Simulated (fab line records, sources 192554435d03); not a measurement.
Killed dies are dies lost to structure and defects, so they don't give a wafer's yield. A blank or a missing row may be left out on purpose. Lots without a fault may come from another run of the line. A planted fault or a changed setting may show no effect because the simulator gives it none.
fab line records | flow n5_finfet
record lots=9 wafers=27 last_day=17
route steps=1938 shown PMOS_HMC_CHANNEL_EPI@73 FIN_SAQP@114 BEOL_M4@1111 PASSIVATION@1936
lots that met no fault: from a run of the same line without faults
start_h: hours from the record's first day to the start of the lot's first wafer shown | wait_h: hours since the lot's step before | " the same as in the row above | L1.1+2: a row that stands for several wafers | - no value, or no start given | * or withheld: withheld | < > ~ a bound
route shown NAME@n: a module of which the file shows steps, and the number in the route of the first | usual: mean/standard deviation of fault-free wafers | same: alike in all rows | chamber/n: place in a boat | sites: the reading at each site | _std_site: their standard deviation | _edge_site: outer sites' mean less inner sites' | radius_mm: how far each site lies from the wafer's centre | mask NAME#n: copy n | behind: the tool/chamber that last shaped the wafer | hold: why the lot was held/for how many hours/how that ended | device: the transistor (n, p or np) that didn't switch | end of line: the same wafers' tests at the end of the route | a step without rows: its recipe alone | killed: dies lost to structure and defects at the first sort, not the wafer's yield | map: a wafer's dies, x killed, . not, _ none there
set.NAME: the setting as run; set.NAME@STEP: as run at that earlier step | model.NAME: the simulator's own value behind a step, which no gauge read
steps of the route over a sample of lots; a table a step, a row a wafer
services: from which hour (start_h, from the record's first day; less than 0 if before it) a tool's chamber was out of use, for how many hours, and why
## steps
# step N5_PMOS_HMC_CHANNEL_EPI_ETCH_38
# recipe chemistry=CF4 target=SiO2 target_depth_a=15 ion_energy_ev=350 pressure_mtorr=10 icp_w=800 bias_w=400 cf4_flow_sccm=80
# usual cf4_flow_sccm=79.99/0.22 drypump_motor_current_A=5.6/0.43 oes_product_au=0.999/0.02 throttle_valve_pct=21.77/0.26
# columns lot.wafer tool chamber start_h wait_h cf4_flow_sccm drypump_motor_current_A oes_product_au rf_hours_counter_h throttle_valve_pct
L160.1 rie_si-04 3 19.72 0.0 79.57 5.6 1.019 112 21.96
L160.2 " 1 " " 79.59 6.1 1.009 66 21.97
L160.4 " 2 " " 80.03 5.8 0.960 18 21.29
L166.3 rie_si-04 3 55.51 0.0 80.23 5.6 1.034 113 21.97
L166.4 " 0 " " 80.23 5.8 0.992 168 21.59
L166.5 " 3 " " 80.00 5.6 1.018 - 21.97
L167.1 rie_si-02 1 61.13 0.0 80.18 6.0 1.014 201 21.74
L167.5 " 2 " " 79.81 6.2 0.992 - 21.90
L167.6 " 3 " " 80.45 5.6 1.003 - 21.79
L171.2 rie_si-04 2 83.89 0.0 79.77 5.8 0.967 19 21.29
L171.3 " 1 " " 79.77 6.2 1.015 67 21.97
L171.4 " 3 " " 80.29 5.5 1.032 113 21.96
L173.4 rie_si-02 2 96.63 0.0 79.78 6.2 0.997 44 21.91
L173.5 " 3 " " 79.79 5.6 1.010 - 21.80
L173.6 " 2 " " 80.16 6.1 0.997 - 21.92
L175.1 rie_si-01 2 108.08 0.0 80.16 4.8 1.022 48 21.66
L175.3 " 0 " " 79.56 4.9 0.999 135 22.30
L175.4 " 3 " " 80.19 5.3 1.009 163 21.63
L176.1 rie_si-04 0 114.38 0.0 79.98 5.8 0.998 169 21.57
L176.4 " 1 " " 80.03 6.2 1.019 67 22.00
L176.6 " 1 " " 80.38 6.2 1.018 - 22.00
L177.2 rie_si-04 1 119.86 0.0 80.06 6.2 1.012 68 21.99
L177.3 " 0 " " 80.00 5.8 1.001 170 21.57
L177.5 " 2 " " 80.10 5.7 0.962 - 21.28
L183.3 rie_si-01 2 156.06 0.0 80.39 4.8 1.034 48 21.68
L183.4 " 3 " " 79.99 5.2 1.000 164 21.64
L183.6 " 1 " " 80.02 5.3 0.975 - 21.75
# step N5_FIN_SAQP_DESCUM_21
# recipe chemistry=O2 time_s=7.9 source_power_w=50 bias_power_w=20 pressure_mtorr=20 rf_frequency_hz=2.712e+07 temp_c=40 resist=CAR-ArF o2_flow_sccm=225
# usual bias_power_w=20.01/0.064 drypump_motor_current_A=5.7/0.52 oes_product_au=0.77/0.074 rf_vpp_V=242.9/1.4 showerhead_plenum_p_Torr=2.08/0.077 throttle_valve_pct=20.53/0.16
# columns lot.wafer tool chamber start_h wait_h bias_power_w drypump_motor_current_A oes_product_au rf_hours_counter_h rf_vpp_V showerhead_plenum_p_Torr throttle_valve_pct
L160.1 rie_diel-05 0 23.97 0.4 19.87 5.8 0.79 123 241.7 2.11 20.71
L160.2 " 1 " " 19.99 6.1 0.79 139 241.2 1.99 20.54
L160.4 " 3 " " 20.08 5.4 0.81 112 244.3 2.11 20.41
L166.3 rie_diel-05 3 59.80 0.3 20.00 5.4 0.79 125 243.8 2.11 20.45
L166.4 " 2 " " 19.95 6.5 0.85 83 242.9 2.12 20.28
L166.5 " 3 " " 20.08 5.4 0.80 - 242.3 2.11 20.43
L167.1 rie_diel-04 0 65.37 0.1 20.02 6.1 0.77 104 245.5 2.19 20.47
L167.5 " 3 " " 20.05 4.9 0.77 - 242.0 2.02 20.65
L167.6 " 0 " " 19.94 6.0 0.78 - 246.3 2.19 20.46
L171.2 rie_diel-05 2 87.88 0.0 20.01 6.5 0.84 94 242.8 2.11 20.27
L171.3 " 1 " " 20.01 6.1 0.76 163 241.1 1.98 20.57
L171.4 " 0 " " 20.14 5.8 0.76 146 243.1 2.10 20.75
L173.4 rie_diel-05 0 101.06 0.0 20.05 5.7 0.76 152 242.7 2.10 20.75
L173.5 " 3 " " 19.87 5.4 0.78 - 243.7 2.10 20.44
L173.6 " 2 " " 20.04 6.5 0.83 - 243.0 2.11 20.29
L175.1 rie_diel-06 0 112.25 0.0 20.06 6.4 0.69 226 241.8 2.06 20.48
L175.3 " 2 " " 19.92 5.6 0.97 1 245.4 2.15 20.21
L175.4 " 3 " " 20.02 5.1 0.68 250 242.0 2.06 20.64
L176.1 rie_diel-04 2 118.96 0.2 20.08 4.9 0.72 187 244.6 2.17 20.53
L176.4 " 1 " " 20.03 5.8 0.91 19 244.4 2.13 20.57
L176.6 " 1 " " 20.03 5.8 0.91 - 244.0 2.13 20.56
L177.2 rie_diel-06 0 123.87 0.0 19.99 6.4 0.69 231 243.3 2.06 20.49
L177.3 " 2 " " 20.04 5.5 0.95 6 243.1 2.15 20.21
L177.5 " 2 " " 19.96 5.6 0.95 - 243.4 2.15 20.20
L183.3 rie_diel-04 3 159.89 0.0 20.04 4.9 0.74 152 242.1 2.01 20.69
L183.4 " 2 " " 20.00 4.9 0.71 195 243.7 2.17 20.53
L183.6 " 3 " " 20.10 4.9 0.73 - 242.4 2.01 20.72
# step N5_FIN_SAQP_SPACER1_ALD_24
# recipe material=SiO2 target_thk_a=203 temp_c=300 ald_precursor_family=BDEAS ald_co_reactant=O2-plasma pulse_time_s=1 purge_time_s=2 co_reactant_purge_time_s=2 ald_cycles=218 pressure_torr=2
# usual ald_cycles=218/0 heater_power_w=460/38 precursor_pulse_height_rel=0.998/0.019
# same co_reactant_purge_time_s=2
# columns lot.wafer tool chamber start_h wait_h ald_cycles heater_power_w precursor_pulse_height_rel
L160.1 ald_sin-03 1 25.35 0.4 218 533 1.042
L160.2 " 3 " " 218 406 1.004
L160.4 " 2 " " 218 531 1.003
L166.3 ald_sin-01 2 60.89 0.1 218 414 0.991
L166.4 " 1 " " 218 468 0.981
L166.5 " 0 " " 218 413 0.992
L167.1 ald_sin-01 2 66.46 0.3 218 399 0.989
L167.5 " 1 " " 218 462 0.990
L167.6 " 0 " " 218 414 1.020
L171.2 ald_sin-01 3 90.32 1.6 218 424 1.003
L171.3 " 0 " " 218 421 0.999
L171.4 " 1 " " 218 463 1.008
L173.4 ald_sin-02 0 102.27 0.3 218 451 0.990
L173.5 " 1 " " 218 495 1.014
L173.6 " 0 " " 218 443 0.982
L175.1 ald_sin-01 3 113.41 0.3 188 417 0.974
L175.3 " 0 " " 218 417 1.005
L175.4 " 2 " " 188 416 0.989
L176.1 ald_sin-02 3 120.06 0.3 218 457 1.015
L176.4 " 1 " " 218 503 0.989
L176.6 " 0 " " 218 447 1.018
L177.2 ald_sin-03 2 125.15 0.3 218 547 0.991
L177.3 " 0 " " 218 480 1.027
L177.5 " 2 " " 218 542 1.014
L183.3 ald_sin-02 0 161.93 1.1 218 451 0.992
L183.4 " 3 " " 218 474 0.982
L183.6 " 2 " " 218 459 1.037
# step N5_FIN_SAQP_CD_MEAS_27
# recipe target_cd_nm=20 landing_energy_ev=1000 detector=se_inlens polarity=line
# usual cd_nm=20.30/0.23
# columns lot.wafer tool chamber start_h wait_h cd_nm
L160.1 cd_sem-02 0 26.26 0.1 20.48
L160.2 " 0 " " 19.97
L160.4 " 0 " " 20.21
L166.3 cd_sem-03 0 61.81 0.1 20.66
L166.4 " 0 " " 20.23
L166.5 " 0 " " 20.38
L167.1 cd_sem-02 0 67.37 0.1 20.30
L167.5 " 0 " " 20.38
L167.6 " 0 " " 20.36
L171.2 cd_sem-01 0 91.28 0.1 19.90
L171.3 " 0 " " 20.23
L171.4 " 0 " " 20.35
L173.4 cd_sem-01 0 103.20 0.0 20.12
L173.5 " 0 " " 20.22
L173.6 " 0 " " 20.22
L175.1 cd_sem-02 0 114.34 0.1 17.82
L175.3 " 0 " " 19.97
L175.4 " 0 " " 17.57
L176.1 cd_sem-03 0 121.39 0.1 20.43
L176.4 " 0 " " 20.52
L176.6 " 0 " " 20.61
L177.2 cd_sem-03 0 126.07 0.1 20.40
L177.3 " 0 " " 20.20
L177.5 " 0 " " 20.14
L183.3 cd_sem-01 0 162.85 0.1 20.63
L183.4 " 0 " " 20.27
L183.6 " 0 " " 20.39
# step N5_FIN_SAQP_RECESS_63
# recipe chemistry=HF/NH3 target=SiO2 target_depth_a=180 afs_cycles=3 temp_c=30 sublimation_temp_c=180 sublimation_time_s=60
# usual drypump_motor_current_A=5.6/0.62 sublimation_temp_c=180.02/0.15
# columns lot.wafer tool chamber start_h wait_h drypump_motor_current_A sublimation_temp_c
L160.1 vapor_etch-02 0 26.63 0.1 5.1 180.21
L160.2 " 1 " " 6.0 180.19
L160.4 " 0 " " 5.1 180.03
L166.3 vapor_etch-01 1 62.19 0.2 6.6 180.11
L166.4 " 0 " " 4.8 179.92
L166.5 " 1 " " 6.5 179.97
L167.1 vapor_etch-01 1 67.65 0.1 6.5 180.13
L167.5 " 0 " " 4.8 180.02
L167.6 " 1 " " 6.5 180.13
L171.2 vapor_etch-01 1 91.55 0.1 6.5 180.15
L171.3 " 0 " " 4.8 179.91
L171.4 " 1 " " 6.6 180.09
L173.4 vapor_etch-01 0 103.59 0.2 4.8 180.01
L173.5 " 1 " " 6.6 180.04
L173.6 " 0 " " 4.8 179.90
L175.1 vapor_etch-02 1 114.64 0.1 6.0 179.92
L175.3 " 1 " " 6.0 180.12
L175.4 " 0 " " 5.1 180.07
L176.1 vapor_etch-02 0 121.81 0.1 5.1 180.05
L176.4 " 1 " " 6.0 180.00
L176.6 " 0 " " 5.1 180.15
L177.2 vapor_etch-02 0 126.35 0.1 5.1 179.91
L177.3 " 1 " " 6.0 180.22
L177.5 " 0 " " 5.1 180.06
L183.3 vapor_etch-01 1 163.23 0.2 6.5 179.95
L183.4 " 0 " " 4.8 179.98
L183.6 " 1 " " 6.5 180.02
# step N5_BEOL_M4_RC_MEAS_101
# usual DIBL_N=35.9/1.9 DIBL_P=35.8/2.4 IOFF_N=0.15/0.031 IOFF_P=0.21/0.037 ION_N=672/13 ION_P=462/8.3 SS_N=71.5/0.72 SS_P=73.2/0.67 VT_N=250/3.4 VT_P=-250/3.4
# columns lot.wafer tool chamber start_h wait_h DIBL_N[mV/V] DIBL_P[mV/V] IOFF_N[nA/um] IOFF_P[nA/um] ION_N[uA/um] ION_P[uA/um] SS_N[mV/dec] SS_P[mV/dec] VT_N[mV] VT_P[mV]
L160.1 prober-02 0 166.95 0.0 37.0 37.6 0.15 0.22 676 466 71.2 73.8 250 -250
L160.2 " 0 " " 36.5 35.3 0.13 0.18 657 450 71.2 73.2 253 -253
L160.4 " 0 " " 36.5 36.1 0.13 0.19 660 457 71.4 72.7 252 -251
L167.1 prober-02 0 203.01 0.0 35.9 36.7 0.16 0.22 684 462 70.7 73.4 248 -252
L167.5 " 0 " " 33.1 32.7 0.11 0.16 657 456 70.2 71.7 252 -254
L167.6 " 0 " " 36.3 36.9 0.17 0.22 678 460 71.2 73.2 247 -248
L166.3 prober-02 0 204.25 0.6 35.1 36.0 0.15 0.20 675 460 71.0 73.3 249 -250
L166.4 " 0 " " 37.4 37.4 0.18 0.23 683 466 71.9 74.1 248 -251
L166.5 " 0 " " 38.2 37.8 0.18 0.24 668 467 73.1 73.8 248 -249
L171.2 prober-02 0 244.59 0.2 37.5 36.0 0.17 0.22 689 475 71.7 72.8 248 -247
L171.3 " 0 " " 36.8 35.3 0.16 0.21 670 464 71.8 72.9 248 -246
L171.4 " 0 " " 39.8 39.6 0.23 0.31 699 482 72.4 73.8 243 -241
L173.4 prober-01 0 245.17 0.5 36.8 38.0 0.17 0.24 676 465 71.6 73.1 249 -245
L173.5 " 0 " " 35.0 35.3 0.14 0.20 655 459 71.8 73.2 253 -247
L173.6 " 0 " " 34.6 36.1 0.14 0.21 679 470 71.0 73.0 249 -246
L175.1 prober-01 0 256.16 0.0 38.7 40.9 0.24 0.30 691 472 72.6 73.3 244 -245
L175.3 " 0 " " 38.1 38.9 0.21 0.25 670 463 72.7 72.8 247 -244
L175.4 " 0 " " 36.4 37.9 0.17 0.22 684 469 71.6 74.0 251 -247
L177.2 prober-02 0 261.13 0.2 39.6 39.5 0.21 0.29 684 476 71.4 74.8 243 -247
L177.3 " 0 " " 38.2 36.9 0.18 0.24 682 469 72.2 73.5 247 -251
L177.5 " 0 " " 36.8 36.1 0.16 0.22 674 464 71.6 73.5 248 -249
L176.1 prober-01 0 264.32 0.0 35.3 36.0 0.14 0.21 675 473 70.9 73.6 251 -248
L176.4 " 0 " " 35.6 35.1 0.14 0.19 669 460 70.4 73.2 252 -250
L176.6 " 0 " " 34.8 35.6 0.13 0.20 666 461 71.4 72.9 254 -251
L183.3 prober-02 0 313.89 0.3 34.6 33.6 0.13 0.20 674 473 70.6 72.7 250 -251
L183.4 " 0 " " 36.8 35.7 0.17 0.23 690 475 71.4 73.0 249 -247
L183.6 " 0 " " 36.9 35.7 0.16 0.23 682 473 71.3 72.5 253 -247
# step N5_PASSIVATION_PROBE_49
# usual defect_limited_yield=91.6/1.2 killed_at_M0_to_M3=33/9.4 killed_at_M4_up=13/5.2 killed_at_contacts=13/5.6 killed_at_front_end=37/9.5 killed_at_other=4/3.1 killed_dies=99/15 killed_on_rim=13/3.6 killed_open=65/11 killed_short=32/7.5 sort_bin_5_function=4.9/0.77 sort_bin_6_memory=3.1/0.65 sort_n_pass=1081/15 sort_yield_pct=91.6/1.2
# same gross_dies=1180 killed_at_back_side=0 sort_bin_4_leakage[%]=0 sort_bin_8_speed[%]=0
# columns lot.wafer tool chamber start_h wait_h defect_limited_yield[%] killed_at_M0_to_M3 killed_at_M4_up killed_at_contacts killed_at_front_end killed_at_other killed_dies killed_on_rim killed_open killed_short sort_bin_5_function[%] sort_bin_6_memory[%] sort_n_pass sort_yield_pct[%]
L175.1 prober-01 - 360.10 0.0 87.9 51 5 7 78 2 143 29 74 40 8.1 3.6 1037 87.9
L175.3 prober-01 - 360.20 0.1 91.9 40 4 5 38 8 95 14 65 30 4.2 3.6 1085 91.9
L175.4 prober-01 - 360.25 0.2 86.8 36 14 17 87 2 156 41 86 41 8.6 4.3 1024 86.8
# killed by level:class
L175.1 FIN_SAQP:area_ald=29 BEOL_M3:geometric_particle:open=14 FIN_SAQP:geometric_particle:short=9 BEOL_M1:geometric_particle:open=9 DUMMY_GATE:geometric_particle:open=7 MOL_CONTACT_COAG:geometric_particle:open=7 BEOL_M0_SAQP:geometric_particle:short=7 STI_FIN_REVEAL:geometric_particle:open=6
L175.3 FIN_SAQP:geometric_particle:open=15 BEOL_M1:geometric_particle:open=14 BEOL_M1:geometric_particle:short=8 MOL_CONTACT_COAG:geometric_particle:open=5 BEOL_M0_SAQP:geometric_particle:open=5 BEOL_M0:geometric_particle:open=5 GATE_CUT:geometric_particle:short=4 BEOL_M2:geometric_particle:open=4
L175.4 FIN_SAQP:area_ald=29 FIN_SAQP:geometric_particle:open=14 MOL_CONTACT_COAG:geometric_particle:open=12 STI_FIN_REVEAL:geometric_particle:open=11 FIN_SAQP:geometric_particle:short=10 BEOL_M0:geometric_particle:open=9 BEOL_M4:geometric_particle:open=9 DUMMY_GATE:geometric_particle:open=6
## services
# columns tool chamber start_h hours kind
rie_diel-05 0 -1.22 5.6 repair
rie_diel-06 0 -0.57 6.0 repair
ald_sin-02 1 7.46 3.4 repair
rie_diel-05 - 12.04 2.8 pm
rie_diel-04 - 19.21 10.4 repair
rie_si-04 2 25.21 6.3 repair
rie_si-02 - 29.48 0.8 repair
ald_sin-01 1 44.99 4.0 repair
ald_sin-03 0 59.40 2.7 repair
rie_si-01 3 66.08 0.9 repair
rie_diel-05 3 71.28 7.9 repair
ald_sin-01 1 73.24 10.1 repair
rie_diel-04 - 74.60 3.1 repair
rie_diel-06 0 82.55 4.1 repair
rie_si-01 - 83.58 0.3 repair
ald_sin-02 - 85.25 14.0 pm
rie_diel-05 1 93.73 1.5 repair
rie_si-02 2 112.41 5.3 repair
rie_si-02 0 115.30 3.1 repair
rie_diel-05 - 130.49 0.3 repair
rie_si-04 3 131.12 3.7 repair
rie_si-04 1 137.08 5.5 repair
ald_sin-02 1 145.62 15.5 repair
ald_sin-01 3 161.83 3.1 repair
## key
first_sign step=N5_FIN_SAQP_SPACER1_ALD_24 reading=ald_cycles direction=down sigmas=99+ usual=* struck=*
effect step=N5_FIN_SAQP_CD_MEAS_27 reading=cd_nm direction=down sigmas=11 usual=20.30 struck=17.70
effect step=N5_PASSIVATION_PROBE_49 reading=killed_at_front_end direction=up sigmas=4.7 usual=37 struck=82
more_kills_born_at N5_FIN_SAQP_SPACER1_ALD_24@ald_sin-01=58
met_at N5_FIN_SAQP_SPACER1_ALD_24
struck_lots L175
struck_wafers L175.1,L175.4
not_acting_at N5_PMOS_HMC_CHANNEL_EPI_ETCH_38,N5_FIN_SAQP_DESCUM_21,N5_FIN_SAQP_RECESS_63
onset_between 90.32 113.41
fault kind=process_parameter_drift tool=ald_sin-01 chamber=- onset_h=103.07 steps=N5_FIN_SAQP_SPACER1_ALD_24 channel=ald_cycles offset=* shape=step end_h=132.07 scope=struck_wafers_only acts_in=* stated=*
